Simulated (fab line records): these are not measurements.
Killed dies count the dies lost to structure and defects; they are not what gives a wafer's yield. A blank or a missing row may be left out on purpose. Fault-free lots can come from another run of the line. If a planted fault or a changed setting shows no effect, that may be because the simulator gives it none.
Chamber matching || flow nandHarc || 4 sister chambers for NHARC_P_BONDPAD_ETCH_37 on rieDiel-12
The step etches the open film in N2/H2, target depth 60 nm, overetch 18 nm, time 65.91 s. 4 wafers are shown with their chamber, then 8 later ones without.

## EACH WAFER AND ITS CHAMBER
{"wafer": "L703.6", "chamber": 2, "drypumpMotorCurrentA (A)": 5.6}
{"wafer": "L704.6", "chamber": 1, "drypumpMotorCurrentA (A)": 5.8}
{"wafer": "L706.1", "chamber": 0, "drypumpMotorCurrentA (A)": 5.3}
{"wafer": "L707.1", "chamber": 3, "drypumpMotorCurrentA (A)": 5.4}

## WAFERS WITHOUT THEIR CHAMBER
{"wafer": "L707.4", "drypumpMotorCurrentA (A)": 5.2}
{"wafer": "L707.5", "drypumpMotorCurrentA (A)": 5.8}
{"wafer": "L708.1", "drypumpMotorCurrentA (A)": 5.4}
{"wafer": "L708.3", "drypumpMotorCurrentA (A)": 5.2}
{"wafer": "L708.4", "drypumpMotorCurrentA (A)": 5.6}
{"wafer": "L709.2", "drypumpMotorCurrentA (A)": 5.8}
{"wafer": "L709.4", "drypumpMotorCurrentA (A)": 5.2}
{"wafer": "L709.5", "drypumpMotorCurrentA (A)": 5.2}

## WHICH CHAMBER EACH WENT THROUGH
{"wafer": "L707.4", "from the rows above": "can't be placed: 0 or 3", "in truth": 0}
{"wafer": "L707.5", "from the rows above": 1, "in truth": 1}
{"wafer": "L708.1", "from the rows above": "can't be placed: 3 or 0", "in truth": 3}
{"wafer": "L708.3", "from the rows above": "can't be placed: 0 or 3", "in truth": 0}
{"wafer": "L708.4", "from the rows above": 2, "in truth": 2}
{"wafer": "L709.2", "from the rows above": 1, "in truth": 1}
{"wafer": "L709.4", "from the rows above": "can't be placed: 0 or 3", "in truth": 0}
{"wafer": "L709.5", "from the rows above": "can't be placed: 0 or 3", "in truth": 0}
3 of 8 placed correctly. From these rows, 5 cannot be placed; in 5 the true chamber is one of the candidates. Number placed wrongly: 0.
How it was worked out, from the rows above alone: a wafer's distance from a chamber is the root of the sum, over the readings, of the square of ((its reading less the chamber's mean) divided by the reading's scatter). If the next closest chamber is less than 2 further off than the closest, the wafer can't be placed; otherwise it belongs to the closest. Each chamber's mean is taken over the wafers shown for it. The scatter: with one shown wafer a chamber, the root of the mean of the squares of how far each hidden wafer lies from its nearest shown one.
